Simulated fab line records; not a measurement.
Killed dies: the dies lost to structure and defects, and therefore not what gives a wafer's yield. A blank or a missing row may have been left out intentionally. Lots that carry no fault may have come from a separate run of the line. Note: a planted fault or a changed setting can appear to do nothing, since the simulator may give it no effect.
fab line records + flow n5-finfet
record
- lots=7
- wafers=39
route steps=1938 shown BEOL_M9@1419 BEOL_M10@1526 BEOL_M13@1694 PAD_METAL@1895
start-h: hours from the record's first day to the start of the lot's first wafer shown + wait-h: time in hours since the lot's previous step + " identical to the entry in the row above + L1.1+2: several wafers, shown together as one row + - no value present, or no start provided + * or withheld: withheld + < > ~ a bound
route shown NAME@n: NAME is a module with steps in the file, n the number in the route of the first one + usual: average and standard deviation across the fault-free wafers + same: alike in all rows + chamber/n: place in a boat + sites: readings site by site + _std_site: standard deviation of those values + _edge_site: inner sites' mean taken away from outer sites' mean + radius-mm: for every site, how far away it sits from the centre of the wafer + mask NAME#n: copy n + behind: the last tool/chamber to shape the wafer + hold: why the lot was held/for how many hours/how that ended + device: whichever transistor did not switch (one of n, p or np) + end of line: tests run on the same wafers once the route is complete + where a step has no rows: the recipe by itself + killed: dies lost to structure and defects at the first sort, not the wafer's yield + map: the dies of a wafer, with x for killed, . for not killed, _ for no die there
set.NAME: the setting as run; set.NAME@STEP: as run at that earlier step + model.NAME: the simulator's own value behind a step, which no gauge read
one table per step and one row per wafer, for lots whose settings were changed on purpose
## steps
# step N5_BEOL_M9_ETCH_62
# recipe
- chemistry=N2/H2
- target=SOC
- target-depth-a=1100
- overetch-a=220
- mask-material=SiARC
- temp-c=40
- time-s=165
- ion-energy-ev=200
- pressure-mtorr=30
- source-w=840
- bias-w=150
- n2-flow-sccm=200
- h2-flow-sccm=200
| lot.wafer | tool        | chamber | start-h | wait-h | set.time-s | model.etch.depth-nm | model.SiARC_of_BEOL_M9_COAT_60.thk-nm |
|-----------|-------------|---------|---------|--------|------------|---------------------|---------------------------------------|
| L084.1    | rie-diel-03 | 1       | 259.94  | 0.0    | 165        | 99.95               | 23.2                                  |
| L084.2    | "           | 3       | "       | "      | 165        | 100.5               | 23.2                                  |
| L084.3    | "           | 0       | "       | "      | 165        | 100                 | 23.4                                  |
| L084.4    | "           | 1       | "       | "      | 165        | 100.1               | 23.4                                  |
| L084.5    | "           | 3       | "       | "      | 165        | 100                 | 23.2                                  |
| L084.6    | "           | 0       | "       | "      | 165        | 99.95               | 23.6                                  |
| L085.1    | rie-diel-01 | 3       | 286.19  | 0.0    | 165        | 100.2               | 23.2                                  |
| L085.2    | "           | 2       | "       | "      | 165        | 100.1               | 23.2                                  |
| L085.3    | "           | 0       | "       | "      | 165        | 100.3               | 23.8                                  |
| L085.4    | "           | 2       | "       | "      | 165        | 100.5               | 23                                    |
| L085.5    | "           | 3       | "       | "      | 165        | 100.5               | 23.2                                  |
| L085.6    | "           | 0       | "       | "      | 165        | 100.5               | 23.6                                  |
| L089.1    | rie-diel-03 | 1       | 309.95  | 0.0    | 165        | 100                 | 23.6                                  |
| L089.2    | "           | 0       | "       | "      | 165        | 100.1               | 23.4                                  |
| L089.5    | "           | 2       | "       | "      | 165        | 100.2               | 23.6                                  |
| L090.1    | rie-diel-01 | 1       | 314.03  | 0.0    | 165        | 99.89               | 23.8                                  |
| L090.2    | "           | 3       | "       | "      | 165        | 99.97               | 23.2                                  |
| L090.3    | "           | 2       | "       | "      | 165        | 99.94               | 23.2                                  |
| L090.4    | "           | 0       | "       | "      | 165        | 99.97               | 23.6                                  |
| L090.5    | "           | 1       | "       | "      | 165        | 99.76               | 23.6                                  |
| L090.6    | "           | 2       | "       | "      | 165        | 99.83               | 23                                    |
| L091.1    | rie-diel-03 | 2       | 318.65  | 0.0    | 122.6      | 99.77               | 25                                    |
| L091.2    | "           | 3       | "       | "      | 165        | 99.93               | 23.2                                  |
| L091.3    | "           | 1       | "       | "      | 165        | 99.91               | 23.2                                  |
| L091.4    | "           | 0       | "       | "      | 122.6      | 99.27               | 25                                    |
| L091.5    | "           | 0       | "       | "      | 165        | 99.69               | 23.2                                  |
| L091.6    | "           | 3       | "       | "      | 122.6      | 99.37               | 24.8                                  |
| L093.1    | rie-diel-03 | 1       | 325.24  | 0.0    | 115.4      | 94.98               | 25.4                                  |
| L093.2    | "           | 0       | "       | "      | 165        | 100.6               | 23.4                                  |
| L093.3    | "           | 3       | "       | "      | 165        | 100.7               | 23.4                                  |
| L093.4    | "           | 2       | "       | "      | 115.4      | 95.67               | 25.6                                  |
| L093.5    | "           | 3       | "       | "      | 115.4      | 93.08               | 25.4                                  |
| L093.6    | "           | 2       | "       | "      | 165        | 100.4               | 23.6                                  |
| L092.1    | rie-diel-02 | 0       | 337.83  | 0.0    | 68.08      | 50.86               | 27.6                                  |
| L092.2    | "           | 3       | "       | "      | 68.08      | 53.78               | 27.4                                  |
| L092.3    | "           | 1       | "       | "      | 165        | 99.22               | 23.6                                  |
| L092.4    | "           | 2       | "       | "      | 68.08      | 55.4                | 27.4                                  |
| L092.5    | "           | 2       | "       | "      | 165        | 99.41               | 23.4                                  |
| L092.6    | "           | 1       | "       | "      | 165        | 99.6                | 23.4                                  |
# step N5_BEOL_M9_STRIP_68
# recipe
- chemistry=N2/H2
- temp-c=40
- n2-flow-sccm=200
- h2-flow-sccm=200
- rf-frequency-hz=6e+07
# step N5_BEOL_M9_STRIP_67
# recipe
- chemistry=CF4
- resist=SiARC
- power-w=300
- bias-power-w=75
- pressure-mtorr=50
- cf4-flow-sccm=150
- rf-frequency-hz=6e+07
# step N5_BEOL_M9_ETCH_41
# recipe
- chemistry=CH3F/O2
- target=SiCN
- target-depth-a=366
- taper-deg=2
- time-s=70.1
- ion-energy-ev=120
- mask-material=TiN
- pressure-mtorr=30
- source-w=395
- bias-w=75
- Ar_flow_sccm=150
- CH3F_flow_sccm=30
- O2_flow_sccm=20
# step N5_BEOL_M9_STRIP_80
# recipe
- chemistry=N2/H2
- time-s=10
- power-w=450
- temp-c=40
- pressure-mtorr=20
- rf-frequency-hz=6e+07
- bias-power-w=7
- n2-flow-sccm=200
- h2-flow-sccm=200
# step N5_BEOL_M9_OCD_MEAS_38
# usual
- trench-depth-nm=151.8/2.6
| lot.wafer | tool   | chamber | start-h | wait-h | set.time-s@BEOL_M9_ETCH_62 | trench-depth-nm |
|-----------|--------|---------|---------|--------|----------------------------|-----------------|
| L084.1    | ocd-02 | -       | 261.28  | -      | 165                        | 147.7           |
| L084.2    | "      | -       | "       | "      | 165                        | 151.2           |
| L084.3    | "      | -       | "       | "      | 165                        | 150.9           |
| L084.4    | "      | -       | "       | "      | 165                        | 147.3           |
| L084.5    | "      | -       | "       | "      | 165                        | 147.6           |
| L084.6    | "      | -       | "       | "      | 165                        | 146.7           |
| L085.1    | ocd-01 | -       | 288.89  | -      | 165                        | 153.9           |
| L085.2    | "      | -       | "       | "      | 165                        | 155.6           |
| L085.3    | "      | -       | "       | "      | 165                        | 157.8           |
| L085.4    | "      | -       | "       | "      | 165                        | 155.3           |
| L085.5    | "      | -       | "       | "      | 165                        | 157.1           |
| L085.6    | "      | -       | "       | "      | 165                        | 154.6           |
| L089.1    | ocd-01 | -       | 311.72  | -      | 165                        | 154.0           |
| L089.2    | "      | -       | "       | "      | 165                        | 154.8           |
| L089.5    | "      | -       | "       | "      | 165                        | 150.4           |
| L090.1    | ocd-02 | -       | 317.57  | -      | 165                        | 148.2           |
| L090.2    | "      | -       | "       | "      | 165                        | 151.4           |
| L090.3    | "      | -       | "       | "      | 165                        | 145.8           |
| L090.4    | "      | -       | "       | "      | 165                        | 151.8           |
| L090.5    | "      | -       | "       | "      | 165                        | 145.8           |
| L090.6    | "      | -       | "       | "      | 165                        | 149.2           |
| L091.1    | ocd-02 | -       | 320.89  | -      | 122.6                      | 117.7           |
| L091.2    | "      | -       | "       | "      | 165                        | 148.4           |
| L091.3    | "      | -       | "       | "      | 165                        | 150.8           |
| L091.4    | "      | -       | "       | "      | 122.6                      | 145.1           |
| L091.5    | "      | -       | "       | "      | 165                        | 149.8           |
| L091.6    | "      | -       | "       | "      | 122.6                      | 98.2            |
| L093.1    | ocd-01 | -       | 328.74  | -      | 115.4                      | 11.0            |
| L093.2    | "      | -       | "       | "      | 165                        | 155.0           |
| L093.3    | "      | -       | "       | "      | 165                        | 153.7           |
| L093.4    | "      | -       | "       | "      | 115.4                      | 17.7            |
| L093.5    | "      | -       | "       | "      | 115.4                      | 2.0             |
| L093.6    | "      | -       | "       | "      | 165                        | 153.3           |
| L092.1    | ocd-02 | -       | 339.12  | -      | 68.08                      | -               |
| L092.2    | "      | -       | "       | "      | 68.08                      | -               |
| L092.3    | "      | -       | "       | "      | 165                        | 148.6           |
| L092.4    | "      | -       | "       | "      | 68.08                      | -               |
| L092.5    | "      | -       | "       | "      | 165                        | 149.2           |
| L092.6    | "      | -       | "       | "      | 165                        | 152.2           |
# step N5_BEOL_M10_CVD_75
# recipe
- material=Co
- target-thk-a=20
- temp-c=withheld
- precursor=CCTBA/H2
- pressure-torr=30
- time-s=138.9
| lot.wafer  | tool      | chamber | start-h | wait-h | set.target-thk-a | model.Co_of_BEOL_M10_CVD_75.thk-nm |
|------------|-----------|---------|---------|--------|------------------|------------------------------------|
| L084.1+2+6 | cvd-co-01 | 1,2,1   | 271.98  | 0.1    | 20               | 2                                  |
| L084.3+4   | "         | 0       | "       | "      | 12.79            | 1.4                                |
| L084.5     | "         | 2       | "       | "      | 12.79            | 1.2                                |
| L085.1     | cvd-co-02 | 2       | 296.21  | 0.3    | 28.5             | 3                                  |
| L085.2+4+6 | "         | 0,2,0   | "       | "      | 20               | 2                                  |
| L085.3+5   | "         | 1       | "       | "      | 28.5             | 2.8                                |
| L089.1+5   | cvd-co-02 | 0       | 323.97  | 0.2    | 20               | 2                                  |
| L089.2     | "         | 2       | "       | "      | 20               | 2.2                                |
| L090.1+5   | cvd-co-01 | 0       | 328.56  | 0.1    | 16.56            | 1.8                                |
| L090.2+4   | "         | 2,1     | "       | "      | 20               | 2                                  |
| L090.3     | "         | 1       | "       | "      | 16.56            | 1.6                                |
| L090.6     | "         | 2       | "       | "      | 20               | 1.8                                |
| L091.1+2   | cvd-co-01 | 2,0     | 334.07  | 0.0    | 16.23            | 1.6                                |
| L091.3+4+5 | "         | 1,0,1   | "       | "      | 20               | 1.8                                |
| L091.6     | "         | 2       | "       | "      | 16.23            | 1.4                                |
| L093.1+3+5 | cvd-co-02 | 0,2,2   | 338.60  | 0.2    | 20               | 2.2                                |
| L093.2+4+6 | "         | 2,0,0   | "       | "      | 20               | 2                                  |
| L092.1+2+5 | cvd-co-01 | 1,0,2   | 354.69  | 0.0    | 20               | 2                                  |
| L092.3+4+6 | "         | 2,1,0   | "       | "      | 11.26            | 1                                  |
# step N5_BEOL_M13_ETCH_68
# recipe
- chemistry=N2/H2
- target=SOC
- mask-material=SiARC
- source-w=3000
- bias-w=350
- temp-c=40
- time-s=355
- ion-energy-ev=200
- pressure-mtorr=30
- n2-flow-sccm=200
- h2-flow-sccm=200
| lot.wafer | tool        | chamber | start-h | wait-h | set.time-s | model.SiARC_of_BEOL_M13_COAT_66.thk-nm |
|-----------|-------------|---------|---------|--------|------------|----------------------------------------|
| L084.1    | rie-diel-02 | 2       | 293.79  | 0.1    | 355        | 77.6                                   |
| L084.2+5  | "           | 3       | "       | "      | 355        | 77                                     |
| L084.3    | "           | 0       | "       | "      | 355        | 76.6                                   |
| L084.4    | "           | 1       | "       | "      | 355        | 76.8                                   |
| L084.6    | "           | 0       | "       | "      | 355        | 77.2                                   |
| L085.1    | rie-diel-03 | 1       | 315.04  | 0.1    | 426.9      | 70.4                                   |
| L085.2+6  | "           | 2,0     | "       | "      | 355        | 76.8                                   |
| L085.3    | "           | 3       | "       | "      | 426.9      | 70.6                                   |
| L085.4    | "           | 0       | "       | "      | 426.9      | 69.6                                   |
| L085.5    | "           | 1       | "       | "      | 355        | 77                                     |
| L089.1    | rie-diel-02 | 3       | 343.10  | 0.1    | 355        | 77.8                                   |
| L089.2+5  | "           | 2       | "       | "      | 355        | 77.6                                   |
| L090.1    | rie-diel-03 | 2       | 345.34  | 0.1    | 355        | 75.8                                   |
| L090.2    | "           | 1       | "       | "      | 355        | 76.4                                   |
| L090.3    | "           | 0       | "       | "      | 355        | 76.6                                   |
| L090.4    | "           | 3       | "       | "      | 355        | 77                                     |
| L090.5    | "           | 3       | "       | "      | 355        | 77.2                                   |
| L090.6    | "           | 0       | "       | "      | 355        | 76.8                                   |
| L091.1    | rie-diel-02 | 1       | 352.37  | 0.1    | 355        | 77.4                                   |
| L091.2+4  | "           | 0,3     | "       | "      | 355        | 77.2                                   |
| L091.3    | "           | 2       | "       | "      | 457.1      | 67.6                                   |
| L091.5+6  | "           | 3,2     | "       | "      | 457.1      | 68                                     |
| L093.1+3  | rie-diel-01 | 1,3     | 359.93  | 0.1    | 355        | 77                                     |
| L093.2+4  | "           | 2,0     | "       | "      | 276.9      | 84.8                                   |
| L093.5    | "           | 2       | "       | "      | 276.9      | 84.4                                   |
| L093.6    | "           | 3       | "       | "      | 355        | 77.2                                   |
| L092.1    | rie-diel-01 | 2       | 375.32  | 0.1    | 566.4      | 57                                     |
| L092.2    | "           | 3       | "       | "      | 566.4      | 57.4                                   |
| L092.3    | "           | 1       | "       | "      | 566.4      | 57.8                                   |
| L092.4    | "           | 0       | "       | "      | 355        | 77.8                                   |
| L092.5    | "           | 0       | "       | "      | 355        | 77.6                                   |
| L092.6    | "           | 1       | "       | "      | 355        | 76.6                                   |
# step N5_PASSIVATION_SPUTTER_20
# recipe
- material=TaN
- target-thk-a=500
- temp-c=25
- chamber-pressure-pa=0.4
| lot.wafer | tool           | chamber | start-h | wait-h | set.target-thk-a | model.TaN_of_PASSIVATION_SPUTTER_20.thk-nm |
|-----------|----------------|---------|---------|--------|------------------|--------------------------------------------|
| L084.1    | pvd-sputter-01 | -       | 319.06  | 0.0    | 371              | 36.4                                       |
| L084.2    | "              | -       | "       | "      | 371              | 36.8                                       |
| L084.3    | "              | -       | "       | "      | 371              | 37.2                                       |
| L084.4    | "              | -       | "       | "      | 500              | 49.4                                       |
| L084.5    | "              | -       | "       | "      | 500              | 50.2                                       |
| L084.6    | "              | -       | "       | "      | 500              | 48.6                                       |
| L085.1+6  | pvd-sputter-01 | -       | 342.70  | 0.0    | 500              | 50.8                                       |
| L085.2    | "              | -       | "       | "      | 668.6            | 68                                         |
| L085.3    | "              | -       | "       | "      | 668.6            | 66                                         |
| L085.4    | "              | -       | "       | "      | 668.6            | 66.8                                       |
| L085.5    | "              | -       | "       | "      | 500              | 49.6                                       |
| L089.1    | pvd-sputter-03 | -       | 372.27  | 0.0    | 500              | 51.4                                       |
| L089.2    | "              | -       | "       | "      | 500              | 50                                         |
| L089.5    | "              | -       | "       | "      | 500              | 51.6                                       |
| L091.1    | pvd-sputter-01 | -       | 381.06  | 0.0    | 500              | 50.4                                       |
| L091.2    | "              | -       | "       | "      | 587.6            | 58                                         |
| L091.3    | "              | -       | "       | "      | 500              | 50.8                                       |
| L091.4    | "              | -       | "       | "      | 587.6            | 59.6                                       |
| L091.5    | "              | -       | "       | "      | 587.6            | 60                                         |
| L091.6    | "              | -       | "       | "      | 500              | 49.4                                       |
| L090.1    | pvd-sputter-03 | -       | 384.51  | 0.0    | 500              | 49.4                                       |
| L090.2+6  | "              | -       | "       | "      | 500              | 49.2                                       |
| L090.3    | "              | -       | "       | "      | 500              | 50.8                                       |
| L090.4+5  | "              | -       | "       | "      | 500              | 50.4                                       |
| L093.1    | pvd-sputter-02 | -       | 385.89  | 0.0    | 422.8            | 41.8                                       |
| L093.2    | "              | -       | "       | "      | 500              | 50.4                                       |
| L093.3    | "              | -       | "       | "      | 500              | 49.8                                       |
| L093.4+6  | "              | -       | "       | "      | 422.8            | 43.6                                       |
| L093.5    | "              | -       | "       | "      | 500              | 49.4                                       |
| L092.1    | pvd-sputter-01 | -       | 404.27  | 0.0    | 500              | 48.4                                       |
| L092.2    | "              | -       | "       | "      | 789.1            | 79.6                                       |
| L092.3    | "              | -       | "       | "      | 500              | 49.4                                       |
| L092.4    | "              | -       | "       | "      | 789.1            | 79                                         |
| L092.5    | "              | -       | "       | "      | 500              | 50                                         |
| L092.6    | "              | -       | "       | "      | 789.1            | 78.6                                       |
## key
split
- step=N5_BEOL_M9_ETCH_62
- setting=time-s
- stated=165
- by=wafer
response
- step=N5_BEOL_M9_ETCH_62
- reading=model.etch.depth-nm
- change=+0.577
- per=1%
- r=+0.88
response
- step=N5_BEOL_M9_ETCH_62
- reading=model.SiARC_of_BEOL_M9_COAT_60.thk-nm
- change=-0.0677
- per=1%
- r=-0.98
response
- step=N5_BEOL_M9_OCD_MEAS_38
- reading=trench-depth-nm
- change=+3.25
- per=1%
- r=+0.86
split
- step=N5_BEOL_M10_CVD_75
- setting=target-thk-a
- stated=20
- by=wafer
response
- step=N5_BEOL_M10_CVD_75
- reading=model.Co_of_BEOL_M10_CVD_75.thk-nm
- change=+0.0199
- per=1%
- r=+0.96
split
- step=N5_BEOL_M13_ETCH_68
- setting=time-s
- stated=355
- by=wafer
response
- step=N5_BEOL_M13_ETCH_68
- reading=model.SiARC_of_BEOL_M13_COAT_66.thk-nm
- change=-0.334
- per=1%
- r=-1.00
split
- step=N5_PASSIVATION_SPUTTER_20
- setting=target-thk-a
- stated=500
- by=wafer
response
- step=N5_PASSIVATION_SPUTTER_20
- reading=model.TaN_of_PASSIVATION_SPUTTER_20.thk-nm
- change=+0.504
- per=1%
- r=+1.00
